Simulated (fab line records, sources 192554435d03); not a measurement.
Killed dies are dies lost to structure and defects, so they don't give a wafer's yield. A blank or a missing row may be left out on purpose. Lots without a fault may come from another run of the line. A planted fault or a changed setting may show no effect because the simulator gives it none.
One fault seen from 3 desks | flow n5_finfet | each desk has only its own numbers; what lay behind them comes last

THE DEFECT DESK
What the inspections along the route counted, lot by lot: means of the sampled wafers that have a number. A lot is out of limits, marked OUT, if its mean lies more than 4 standard deviations from the usual mean; the brackets give that distance.
Columns: A = raw_defect_count at N5_PMOS_HMC_CHANNEL_EPI_INSPECT_11, usual 2.0
lot  | first seen here | A
L920 | day 1 17:34     | 1.3
L922 | day 2 05:32     | 2.7
L924 | day 2 17:55     | 2.3
L925 | day 2 23:54     | 2.3
L934 | day 5 05:31     | 3.0
L938 | day 6 05:24     | 1.3
L940 | day 6 17:17     | 2.7
L941 | day 6 23:26     | 2.0
L943 | day 7 11:38     | 0.7
This desk's finding: nothing out of limits on any of the 9 lots.

THE METROLOGY DESK
What the gauges read, lot by lot, whatever tool the lot ran on: means of the sampled wafers that have a number. A lot is out of limits, marked OUT, if its mean lies more than 4 standard deviations from the usual mean; the brackets give that distance. Of its 12 readings 7 are shown: those that lie furthest out on some lot.
Columns: A = HMC_CMP_THK at N5_PMOS_HMC_CHANNEL_EPI_THK_MEAS_22, usual 54.2 nm; B = CJ_P at N5_BEOL_M4_RC_MEAS_101, usual 5.78; C = IOFF_N at N5_BEOL_M4_RC_MEAS_101, usual 0.155 nA/um; D = IOFF_P at N5_BEOL_M4_RC_MEAS_101, usual 0.210 nA/um; E = ION_P at N5_BEOL_M4_RC_MEAS_101, usual 465 uA/um; F = SS_P at N5_BEOL_M4_RC_MEAS_101, usual 73.2 mV/dec; G = VT_N at N5_BEOL_M4_RC_MEAS_101, usual 249.9 mV
lot  | first seen here | A    | B    | C     | D     | E   | F    | G
L920 | day 1 20:49     | 54.1 | 5.84 | 0.163 | 0.206 | 464 | 73.0 | 250.5
L922 | day 2 07:52     | 53.7 | 5.85 | 0.157 | 0.230 | 473 | 73.4 | 247.1
L924 | day 2 21:08     | 54.3 | 5.71 | 0.164 | 0.227 | 465 | 73.7 | 249.2
L925 | day 3 02:11     | 54.5 | 5.75 | 0.152 | 0.187 | 460 | 73.7 | 250.8
L934 | day 5 08:02     | 55.8 | 5.27 | 0.159 | 0.245 | 464 | 74.1 | 249.6
L938 | day 6 08:04     | 54.9 | 5.71 | 0.147 | 0.210 | 464 | 73.4 | 251.1
L940 | day 6 19:59     | 53.6 | 5.82 | 0.132 | 0.171 | 457 | 72.8 | 250.9
L941 | day 7 02:04     | 53.9 | 5.81 | 0.153 | 0.209 | 463 | 72.7 | 250.4
L943 | day 7 14:35     | 54.3 | 5.64 | 0.150 | 0.182 | 456 | 72.9 | 250.8
This desk's finding: nothing out of limits on any of the 9 lots.

THE TOOL OWNER'S DESK: rie_si-04
The tool's own readings at N5_PMOS_HMC_CHANNEL_EPI_FIN_RECESS_16 (chemistry HBr/Cl2, target Si, target depth 54 nm, time 18 s): means of the sampled wafers that have a number, for each lot that ran on this tool. A lot is out of limits, marked OUT, if its mean lies more than 4 standard deviations from the usual mean; the brackets give that distance.
Columns: A = HBr_flow_sccm at N5_PMOS_HMC_CHANNEL_EPI_FIN_RECESS_16, usual 150.0 sccm; B = bias_w at N5_PMOS_HMC_CHANNEL_EPI_FIN_RECESS_16, usual 74.98 W; C = drypump_motor_current_A at N5_PMOS_HMC_CHANNEL_EPI_FIN_RECESS_16, usual 5.84 A; D = oes_product_au at N5_PMOS_HMC_CHANNEL_EPI_FIN_RECESS_16, usual 1.000 a.u.; E = throttle_valve_pct at N5_PMOS_HMC_CHANNEL_EPI_FIN_RECESS_16, usual 35.5 %
lot  | first seen here | A     | B     | C    | D     | E
L934 | day 5 06:09     | 149.8 | 74.96 | 5.65 | 0.995 | 35.9
This desk's finding: nothing out of limits on the one lot.

PUT TOGETHER
The defect desk saw nothing out of limits.
The metrology desk saw nothing out of limits.
The tool owner's desk saw nothing out of limits.

WHAT THE SIMULATOR HAD PUT IN
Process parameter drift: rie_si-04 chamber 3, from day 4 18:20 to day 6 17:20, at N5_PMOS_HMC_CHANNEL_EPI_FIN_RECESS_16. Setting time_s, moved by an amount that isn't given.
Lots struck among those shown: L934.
